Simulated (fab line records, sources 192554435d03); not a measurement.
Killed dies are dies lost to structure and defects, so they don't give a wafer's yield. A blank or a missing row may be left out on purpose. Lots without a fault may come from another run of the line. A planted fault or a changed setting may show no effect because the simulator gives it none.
Chamber matching | flow n5_finfet | N5_ZERO_LAYER_DESCUM_16 on rie_diel-02: 4 sister chambers
The step chemistry O2, time 7.9 s. 4 wafers are shown with their chamber, then 12 later ones without.

WAFERS WITH THEIR CHAMBER
wafer  | chamber | drypump_motor_current_A (A)
L086.2 | 0       | 5.7
L086.3 | 1       | 5.7
L087.1 | 3       | 6.2
L087.6 | 2       | 5.2

WAFERS WITHOUT THEIR CHAMBER
wafer  | drypump_motor_current_A (A)
L089.1 | 6.3
L089.2 | 5.7
L089.3 | 5.7
L089.4 | 5.2
L089.5 | 6.3
L089.6 | 5.1
L091.2 | 5.1
L091.5 | 5.7
L091.6 | 5.7
L096.1 | 5.7
L096.4 | 6.3
L096.5 | 5.7

WHICH CHAMBER EACH WENT THROUGH
wafer  | from the rows above     | in truth
L089.1 | 3                       | 3
L089.2 | can't be placed: 0 or 1 | 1
L089.3 | can't be placed: 0 or 1 | 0
L089.4 | 2                       | 2
L089.5 | 3                       | 3
L089.6 | 2                       | 2
L091.2 | 2                       | 2
L091.5 | can't be placed: 0 or 1 | 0
L091.6 | can't be placed: 0 or 1 | 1
L096.1 | can't be placed: 0 or 1 | 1
L096.4 | 3                       | 3
L096.5 | can't be placed: 0 or 1 | 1
Placed correctly: 6 of 12. Can't be placed from these rows: 6 (the true chamber is among the candidates in 6). Placed wrongly: 0.
How it was worked out, from the rows above alone: a wafer's distance from a chamber is the root of the sum, over the readings, of the square of ((its reading less the chamber's mean) divided by the reading's scatter). The wafer belongs to the nearest chamber; if the next one is less than 2 further off, it can't be placed. A chamber's mean is the mean of its shown wafers. The scatter: with one shown wafer a chamber, the root of the mean of the squares of how far each hidden wafer lies from its nearest shown one.
